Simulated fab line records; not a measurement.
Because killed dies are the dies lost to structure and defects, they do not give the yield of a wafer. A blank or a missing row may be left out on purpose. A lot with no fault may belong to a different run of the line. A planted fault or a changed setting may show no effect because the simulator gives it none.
The same fault as seen by 3 desks :: flow n5Finfet :: each desk holds nothing but its own numbers, with what lay behind them at the end

== THE DEFECT DESK ==
Lot by lot, what the route's inspections counted, given as the mean of those sampled wafers with a number. The brackets show how far a lot's mean lies from the usual mean; more than 4 standard deviations puts the lot out of limits, marked OUT.
Columns: A = rawDefectCount at N5_STI_FIN_REVEAL_INSPECT_13, usual 12
lot: L124
first seen here: day 2 15:56
A: 13

lot: L127
first seen here: day 3 07:23
A: 14

lot: L129
first seen here: day 3 19:59
A: 10

lot: L131
first seen here: day 4 09:02
A: 15

lot: L133
first seen here: day 4 22:55
A: 336 (+67) OUT

lot: L136
first seen here: day 5 15:41
A: 318 (+64) OUT

lot: L139
first seen here: day 6 08:06
A: 14

lot: L141
first seen here: day 6 22:05
A: 10

lot: L142
first seen here: day 7 02:54
A: 9
This desk finds L133, L136 out of limits, L133 being first, at day 4 22:55 (rawDefectCount at N5_STI_FIN_REVEAL_INSPECT_13). L124, L127, L129, L131, L139, L141, L142 stayed within limits.

== AT THE TOOL OWNER'S DESK: cmp-03 ==
The tool's own readings at N5_STI_FIN_REVEAL_CMP_04 (polishes, stops on Si3N4, t overpolish 4 s, target thk 131.83 nm): means of the sampled wafers that have a number, for each lot that ran on this tool. The brackets show how far a lot's mean lies from the usual mean; more than 4 standard deviations puts the lot out of limits, marked OUT.
Columns: A = motorCurrentA at N5_STI_FIN_REVEAL_CMP_04, usual 8.3 A; B = overpolishRunS at N5_STI_FIN_REVEAL_CMP_04, usual 4.001 s; C = slurryFilterDpKPa at N5_STI_FIN_REVEAL_CMP_04, usual 13.51 kPa; D = timeToEndpointS at N5_STI_FIN_REVEAL_CMP_04, usual 106 s
lot: L124
first seen here: day 2 11:41
A: 8.3
B: 3.995
C: 13.49
D: 102

lot: L127
first seen here: day 3 03:49
A: 8.7
B: 4.000
C: 13.52
D: 103

lot: L129
first seen here: day 3 15:17
A: 8.3
B: 4.008
C: 13.41
D: 105

lot: L131
first seen here: day 4 05:13
A: 8.6
B: 4.002
C: 13.63
D: 108

lot: L133
first seen here: day 4 19:17
A: 8.4
B: 3.996
C: 13.60
D: 105

lot: L136
first seen here: day 5 12:11
A: 8.5
B: 3.997
C: 13.47
D: 100
This desk's verdict: no lot among the 6 shows anything out of limits.

== THE METROLOGY DESK ==
What the gauges read for every lot (on any tool): the sampled wafers with a number, averaged. The brackets show how far a lot's mean lies from the usual mean; more than 4 standard deviations puts the lot out of limits, marked OUT. Only the readings that lie furthest out on some lot appear, 7 of the 11 it has.
Columns: A = DIBL_N at N5_BEOL_M4_RC_MEAS_101, usual 37.3 mV/V; B = DIBL_P at N5_BEOL_M4_RC_MEAS_101, usual 37.4 mV/V; C = IOFF_P at N5_BEOL_M4_RC_MEAS_101, usual 0.25 nA/um; D = ION_P at N5_BEOL_M4_RC_MEAS_101, usual 468 uA/um; E = SS_P at N5_BEOL_M4_RC_MEAS_101, usual 73.6 mV/dec; F = VT_N at N5_BEOL_M4_RC_MEAS_101, usual 248 mV; G = VT_P at N5_BEOL_M4_RC_MEAS_101, usual -248 mV
lot: L124
first seen here: day 2 11:59
A: 39.6
B: 38.4
C: 0.30
D: 470
E: 73.6
F: 245
G: -244

lot: L127
first seen here: day 3 04:05
A: 34.8
B: 35.4
C: 0.19
D: 463
E: 72.1
F: 253
G: -251

lot: L129
first seen here: day 3 15:32
A: 39.0
B: 40.3
C: 0.26
D: 469
E: 74.0
F: 246
G: -249

lot: L131
first seen here: day 4 05:26
A: 36.4
B: 36.9
C: 0.25
D: 472
E: 73.3
F: 245
G: -247

lot: L133
first seen here: day 4 19:33
A: 39.7
B: 40.5
C: 0.29
D: 469
E: 74.2
F: 246
G: -247

lot: L136
first seen here: day 5 12:25
A: 40.7
B: 42.1
C: 0.35
D: 482
E: 74.6
F: 242
G: -242

lot: L139
first seen here: day 6 04:10
A: 37.8
B: 36.6
C: 0.25
D: 470
E: 73.7
F: 245
G: -247

lot: L141
first seen here: day 6 18:23
A: 37.4
B: 38.7
C: 0.27
D: 469
E: 74.2
F: 247
G: -245

lot: L142
first seen here: day 6 23:25
A: 37.9
B: 37.9
C: 0.22
D: 461
E: 73.4
F: 247
G: -251
This desk's verdict: no lot among the 9 shows anything out of limits.

== PUT TOGETHER ==
The defect desk could have raised an alarm at day 4 22:55, on L133, L136.
Nothing out of limits was seen by the tool owner's desk.
The metrology desk saw nothing out of limits.
Tool owner's desk: L133, L136 on record, inside its limits.
The metrology desk has L133, L136 on record, within its limits.
The lots listed all ran N5_STI_FIN_REVEAL_CMP_04 on cmp-03.

== WHAT WAS PUT IN BY THE SIMULATOR ==
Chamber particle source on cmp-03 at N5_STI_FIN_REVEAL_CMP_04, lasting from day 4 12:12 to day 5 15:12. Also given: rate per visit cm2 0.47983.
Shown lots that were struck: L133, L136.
Hours from the fault's start to each desk's first reading out of limits: the defect desk, 11.
